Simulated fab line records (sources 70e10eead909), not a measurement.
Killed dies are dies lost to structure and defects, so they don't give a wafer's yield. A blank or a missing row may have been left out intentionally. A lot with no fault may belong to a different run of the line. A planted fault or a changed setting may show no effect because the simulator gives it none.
Which tool is to blame? | flow nandHarc | 72 wafers from 24 lots sampled at 3 of the route's 1159 steps

WHAT THE GAUGES READ, wafer by wafer
NHARC_A_M0_OVL_MEAS_10: pitch 160 nm. Usual: overlayXNm -0.2 nm, standard deviation 1.1; overlayYNm -0.1 nm, standard deviation 0.8.
lot  | measured     | on         | overlayXNm (nm) | overlayYNm (nm) | flag
L074 | day 18 03:10 | overlay-02 | -2.2 -2.3 -2.4  | -1.3 -1.3 -0.7  | 
L076 | day 18 03:56 | overlay-01 | -1.1 -1.0 -1.4  | 0.9 0.6 0.6     | 
L075 | day 18 04:05 | overlay-02 | 0.2 -0.1 0.2    | -0.9 -1.1 -1.3  | 
L077 | day 18 15:46 | overlay-02 | 2.2 2.0 1.6     | -1.1 -1.6 -1.4  | 
L079 | day 18 16:32 | overlay-02 | -1.2 -1.0 -1.1  | -0.8 -1.1 -1.2  | 
L078 | day 19 02:32 | overlay-01 | 1.6 1.8 2.2     | 0.5 0.7 0.8     | 
L082 | day 19 09:50 | overlay-01 | -0.8 -0.2 -0.1  | 0.1 0.0 -0.3    | 
L081 | day 19 12:04 | overlay-02 | -1.2 -0.9 -1.5  | 0.4 1.0 0.9     | 
L080 | day 19 15:04 | overlay-02 | 0.1 0.6 0.0     | -0.3 -0.4 -0.5  | 
L083 | day 20 00:53 | overlay-01 | 0.6 0.6 0.3     | -0.4 -0.8 0.0   | 
L084 | day 20 05:49 | overlay-01 | 0.1 0.1 0.8     | -0.4 -0.3 -0.3  | 
L088 | day 20 08:36 | overlay-02 | -0.2 -0.4 -0.7  | 0.7 0.7 1.1     | 
L087 | day 20 09:25 | overlay-01 | -1.7 -1.6 -1.3  | 1.1 0.9 0.9     | 
L086 | day 20 13:11 | overlay-02 | -1.0 -0.7 -0.8  | 0.9 1.2 1.2     | 
L085 | day 20 22:26 | overlay-02 | -0.9 -1.4 -1.5  | 0.8 1.2 0.3     | 
L089 | day 21 12:55 | overlay-02 | 0.9 0.4 0.8     | -1.5 -1.5 -0.8  | 
L091 | day 21 18:02 | overlay-02 | -1.4 -1.9 -1.4  | 0.6 0.4 0.6     | 
L090 | day 21 19:11 | overlay-02 | 0.2 0.5 0.4     | 0.2 0.3 0.2     | 
L092 | day 21 19:27 | overlay-01 | -0.4 0.3 -0.1   | -0.4 -0.5 -0.2  | 
L093 | day 22 03:38 | overlay-01 | -0.5 -0.4 -0.8  | 0.2 0.4 -0.6    | 
L094 | day 22 04:43 | overlay-02 | 0.3 0.3 0.5     | 0.0 0.3 0.5     | 
L095 | day 22 12:43 | overlay-01 | 1.1 1.5 1.2     | 0.3 0.1 0.5     | 
L096 | day 22 12:53 | overlay-01 | 0.0 -0.2 0.0    | -1.0 -1.3 -0.8  | 
L097 | day 23 23:14 | overlay-01 | -0.1 -0.5 -0.6  | 0.5 0.8 0.7     | 

NHARC_A_M0_THK_MEAS_24: measures by xrf. Usual: 113.7 nm for thkNm, sd 1.4.
lot  | measured     | on           | thkNm (nm)        | flag
L074 | day 18 05:36 | filmMetro-02 | 114.1 115.7 110.8 | 
L076 | day 18 06:22 | filmMetro-01 | 115.2 111.7 114.3 | 
L075 | day 18 06:40 | filmMetro-01 | 115.3 115.2 113.5 | 
L077 | day 18 18:11 | filmMetro-02 | 112.5 114.4 114.0 | 
L079 | day 18 18:58 | filmMetro-02 | 115.4 114.1 114.3 | 
L078 | day 19 05:17 | filmMetro-01 | 113.2 112.4 114.8 | 
L082 | day 19 12:35 | filmMetro-01 | 114.6 113.0 111.4 | 
L081 | day 19 14:31 | filmMetro-01 | 113.4 113.8 115.5 | 
L080 | day 19 17:42 | filmMetro-02 | 115.5 110.7 111.6 | 
L083 | day 20 03:25 | filmMetro-02 | 113.8 114.3 112.5 | 
L084 | day 20 08:16 | filmMetro-02 | 114.4 111.5 111.0 | 
L088 | day 20 11:02 | filmMetro-02 | 116.5 112.7 116.2 | 
L087 | day 20 11:52 | filmMetro-01 | 115.6 114.8 112.4 | 
L086 | day 20 15:36 | filmMetro-02 | 114.9 112.2 113.2 | 
L085 | day 21 00:52 | filmMetro-02 | 114.3 113.4 113.1 | 
L089 | day 21 15:25 | filmMetro-02 | 113.7 114.8 113.4 | 
L091 | day 21 20:28 | filmMetro-01 | 113.8 113.8 112.5 | 
L090 | day 21 21:39 | filmMetro-01 | 115.2 110.4 115.2 | 
L092 | day 21 21:52 | filmMetro-01 | 114.9 114.5 115.7 | 
L093 | day 22 06:03 | filmMetro-01 | 113.3 114.7 113.2 | 
L094 | day 22 07:08 | filmMetro-01 | 113.8 116.0 114.9 | 
L095 | day 22 15:08 | filmMetro-02 | 115.4 114.7 116.0 | 
L096 | day 22 15:27 | filmMetro-01 | 112.5 114.4 114.5 | 
L097 | day 24 01:46 | filmMetro-02 | 111.7 111.6 116.0 | 

WHAT TOOL EACH LOT RAN ON (gives the tool, then ch and the chambers of the sampled wafers, and finally the start)
lot  | NHARC_A_CONTACT_ETCH_135
L074 | harCapEtch-01 ch 0,1, day 17 04:34
L076 | harCapEtch-01 ch 0,1, day 17 09:50
L075 | harCapEtch-03 ch 0,1, day 17 12:25
L077 | harCapEtch-02 ch 0,1, day 18 06:56
L079 | harCapEtch-01 ch 0,1, day 18 08:03
L078 | harCapEtch-01 ch 0,1, day 18 13:50
L082 | harCapEtch-03 ch 0,1, day 19 01:02
L081 | harCapEtch-01 ch 0,1, day 19 03:53
L080 | harCapEtch-02 ch 0,1, day 19 06:58
L083 | harCapEtch-03 ch 0, day 19 11:19
L084 | harCapEtch-01 ch 0,1, day 19 12:42
L088 | harCapEtch-02 ch 0,1, day 19 22:31
L087 | harCapEtch-01 ch 0,1, day 19 23:09
L086 | harCapEtch-02 ch 0,1, day 20 04:46
L085 | harCapEtch-03 ch 0,1, day 20 10:25
L089 | harCapEtch-03 ch 0,1, day 20 14:17
L091 | harCapEtch-01 ch 0,1, day 20 19:46
L090 | harCapEtch-03 ch 0,1, day 20 19:55
L092 | harCapEtch-02 ch 0,1, day 21 04:02
L093 | harCapEtch-01 ch 0,1, day 21 17:20
L094 | harCapEtch-02 ch 0,1, day 21 17:50
L095 | harCapEtch-03 ch 0,1, day 21 21:40
L096 | harCapEtch-01 ch 0,1, day 21 22:32
L097 | harCapEtch-02 ch 0,1, day 23 05:21
- NHARC_A_CONTACT_ETCH_135: etches the open film in C4F8/O2/Ar, time 132 s, target depth 1287 nm.

AS READ BY THE TOOLS THEMSELVES (means over the sampled wafers that have a number; for cases with no such wafer, the mark the record gives instead)
NHARC_A_CONTACT_ETCH_135. Usual: 0.997 a.u. for oesAirLineAu, sd 0.02.
lot  | tool          | oesAirLineAu (a.u.) | flag
L074 | harCapEtch-01 | 1.017               | 
L076 | harCapEtch-01 | 1.002               | 
L075 | harCapEtch-03 | 0.987               | 
L077 | harCapEtch-02 | 0.977               | 
L079 | harCapEtch-01 | 1.004               | 
L078 | harCapEtch-01 | 1.025               | 
L082 | harCapEtch-03 | 0.982               | 
L081 | harCapEtch-01 | 0.981               | 
L080 | harCapEtch-02 | 1.009               | 
L083 | harCapEtch-03 | 0.983               | 
L084 | harCapEtch-01 | 0.978               | 
L088 | harCapEtch-02 | 0.985               | 
L087 | harCapEtch-01 | 0.998               | 
L086 | harCapEtch-02 | 1.005               | 
L085 | harCapEtch-03 | 0.993               | 
L089 | harCapEtch-03 | 0.992               | 
L091 | harCapEtch-01 | 0.999               | 
L090 | harCapEtch-03 | 1.009               | 
L092 | harCapEtch-02 | 0.985               | 
L093 | harCapEtch-01 | 1.000               | 
L094 | harCapEtch-02 | 1.000               | 
L095 | harCapEtch-03 | 0.979               | 
L096 | harCapEtch-01 | 1.017               | 
L097 | harCapEtch-02 | 1.012               | 

THE ANSWER, worked out from the rows above alone
Rule: take the mean of a lot's wafers that have a number; if it is more than 3 standard deviations from the usual mean, the lot is off. Also off: a lot with no number at a reading for which 4 or more lots have one. All remaining lots with rows at the step are treated as sound. First the gauges in route order, then the tools' own readings, where a lot's mean is used as printed above. The first step at which some lot is off is used, and at that step the reading that is off furthest; a lot without a number counts as furthest.
No lot is off on any of the readings shown, so nothing can be concluded from this.

WHAT WAS PUT IN BY THE SIMULATOR
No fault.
